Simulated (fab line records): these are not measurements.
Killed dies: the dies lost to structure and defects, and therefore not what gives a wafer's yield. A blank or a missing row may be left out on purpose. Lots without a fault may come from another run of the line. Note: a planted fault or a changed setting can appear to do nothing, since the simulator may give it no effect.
Matching of chambers || flow n5_finfet || N5_FIN_SAQP_SPACER1_ALD_24 on ald_sin-01 has 4 sister chambers
The step deposits SiO2, target thk 20.3 nm, pulse time 1 s, purge time 2 s. 4 wafers are shown with their chamber, then 8 later ones without.

WAFERS, EACH WITH ITS CHAMBER
{"wafer": "L087.5", "chamber": 3, "heater_power_w (W)": 378}
{"wafer": "L089.3", "chamber": 0, "heater_power_w (W)": 593}
{"wafer": "L089.5", "chamber": 1, "heater_power_w (W)": 484}
{"wafer": "L092.2", "chamber": 2, "heater_power_w (W)": 492}

WAFERS WITH NO CHAMBER GIVEN
{"wafer": "L092.4", "heater_power_w (W)": 376}
{"wafer": "L092.5", "heater_power_w (W)": 593}
{"wafer": "L093.1", "heater_power_w (W)": 609}
{"wafer": "L093.4", "heater_power_w (W)": 491}
{"wafer": "L093.5", "heater_power_w (W)": 379}
{"wafer": "L097.4", "heater_power_w (W)": 487}
{"wafer": "L097.5", "heater_power_w (W)": 370}
{"wafer": "L097.6", "heater_power_w (W)": 491}

CHAMBER TAKEN BY EACH
{"wafer": "L092.4", "from the rows above": 3, "in truth": 3}
{"wafer": "L092.5", "from the rows above": 0, "in truth": 0}
{"wafer": "L093.1", "from the rows above": 0, "in truth": 0}
{"wafer": "L093.4", "from the rows above": "can't be placed: 2 or 1", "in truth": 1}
{"wafer": "L093.5", "from the rows above": 3, "in truth": 3}
{"wafer": "L097.4", "from the rows above": "can't be placed: 1 or 2", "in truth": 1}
{"wafer": "L097.5", "from the rows above": 3, "in truth": 3}
{"wafer": "L097.6", "from the rows above": "can't be placed: 2 or 1", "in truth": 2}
Correct placement for 5 of the 8. Can't be placed from these rows: 3 (the true chamber is among the candidates in 3). 0 placed wrongly.
How it was worked out, from the rows above alone: a wafer's distance from a chamber is the root of the sum, over the readings, of the square of ((its reading less the chamber's mean) divided by the reading's scatter). If the next closest chamber is less than 2 further off than the closest, the wafer can't be placed; otherwise it belongs to the closest. Each chamber's mean is taken over the wafers shown for it. The scatter: root of mean squared gap, hidden wafer to nearest shown wafer, with one shown wafer a chamber.
